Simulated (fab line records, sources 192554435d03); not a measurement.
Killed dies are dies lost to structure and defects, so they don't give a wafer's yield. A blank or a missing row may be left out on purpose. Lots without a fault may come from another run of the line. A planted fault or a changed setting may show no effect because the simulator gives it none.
One fault seen from 2 desks | flow n5_finfet | each desk has only its own numbers; what lay behind them comes last

THE METROLOGY DESK
What the gauges read, lot by lot, whatever tool the lot ran on: means of the sampled wafers that have a number. A lot is out of limits, marked OUT, if its mean lies more than 4 standard deviations from the usual mean; the brackets give that distance. Of its 10 readings 7 are shown: those that lie furthest out on some lot.
Columns: A = DIBL_N at N5_BEOL_M4_RC_MEAS_101, usual 36.4 mV/V; B = DIBL_P at N5_BEOL_M4_RC_MEAS_101, usual 35.8 mV/V; C = IOFF_N at N5_BEOL_M4_RC_MEAS_101, usual 0.158 nA/um; D = IOFF_P at N5_BEOL_M4_RC_MEAS_101, usual 0.21 nA/um; E = ION_N at N5_BEOL_M4_RC_MEAS_101, usual 676 uA/um; F = SS_P at N5_BEOL_M4_RC_MEAS_101, usual 73.4 mV/dec; G = VT_N at N5_BEOL_M4_RC_MEAS_101, usual 249.8 mV
lot  | first seen here | A    | B    | C     | D    | E   | F    | G
L101 | day 9 11:25     | 34.2 | 34.7 | 0.130 | 0.20 | 658 | 73.1 | 251.8
L104 | day 9 19:14     | 37.9 | 38.6 | 0.185 | 0.22 | 694 | 74.0 | 247.2
L106 | day 10 17:08    | 38.0 | 35.9 | 0.163 | 0.22 | 689 | 73.2 | 249.8
L110 | day 11 11:07    | 36.0 | 34.6 | 0.150 | 0.19 | 679 | 73.8 | 251.3
L111 | day 11 21:34    | 39.5 | 37.9 | 0.193 | 0.27 | 701 | 74.0 | 244.9
L114 | day 12 18:08    | 36.5 | 36.2 | 0.183 | 0.22 | 678 | 72.9 | 245.7
L115 | day 12 18:44    | 35.5 | 34.6 | 0.145 | 0.19 | 676 | 73.0 | 250.7
L121 | day 14 17:02    | 36.5 | 36.5 | 0.155 | 0.22 | 682 | 73.5 | 250.5
L123 | day 15 10:07    | 31.8 | 31.8 | 0.109 | 0.16 | 662 | 72.3 | 254.5
This desk's finding: nothing out of limits on any of the 9 lots.

THE TOOL OWNER'S DESK: rie_diel-03
The tool's own readings at N5_HKMG_FIN_ETCH_32 (etches SOC in N2/H2, target depth 240 nm, time 300 s): means of the sampled wafers that have a number, for each lot that ran on this tool. A lot is out of limits, marked OUT, if its mean lies more than 4 standard deviations from the usual mean; the brackets give that distance.
Columns: A = drypump_motor_current_A at N5_HKMG_FIN_ETCH_32, usual 5.5 A; B = oes_product_au at N5_HKMG_FIN_ETCH_32, usual 0.84 a.u.; C = rf_fwd_power_W at N5_HKMG_FIN_ETCH_32, usual 838.1 W; D = rf_vpp_V at N5_HKMG_FIN_ETCH_32, usual 523.8 V; E = showerhead_plenum_p_Torr at N5_HKMG_FIN_ETCH_32, usual 2.54 Torr; F = throttle_valve_pct at N5_HKMG_FIN_ETCH_32, usual 17.84 %
lot  | first seen here | A   | B    | C                       | D               | E    | F
L104 | day 5 03:54     | 4.9 | 0.90 | 839.9                   | 522.0           | 2.50 | 18.04
L106 | day 5 15:15     | 4.9 | 0.92 | 836.8                   | 522.0           | 2.49 | 17.79
L110 | day 6 20:13     | 5.0 | 0.60 | 334.3 (-99 or more) OUT | 702.2 (+81) OUT | 2.48 | 17.66
L111 | day 6 21:44     | 4.8 | 0.59 | 335.4 (-99 or more) OUT | 702.2 (+81) OUT | 2.49 | 17.86
This desk's finding: out of limits on L110, L111; first on L110, day 6 20:13 (rf_fwd_power_W at N5_HKMG_FIN_ETCH_32). In limits: L104, L106.

PUT TOGETHER
The tool owner's desk could have raised an alarm at day 6 20:13, on L110, L111.
The metrology desk saw nothing out of limits.
The metrology desk has L110, L111 on record, within its limits.
Of the lots named, all ran N5_HKMG_FIN_ETCH_32 on rie_diel-03.

WHAT THE SIMULATOR HAD PUT IN
Process parameter drift: rie_diel-03, from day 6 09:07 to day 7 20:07, at N5_HKMG_FIN_ETCH_32. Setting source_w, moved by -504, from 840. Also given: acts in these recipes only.
Lots struck among those shown: L110, L111.
Hours from the fault's start to each desk's first reading out of limits: the tool owner's desk, 11.
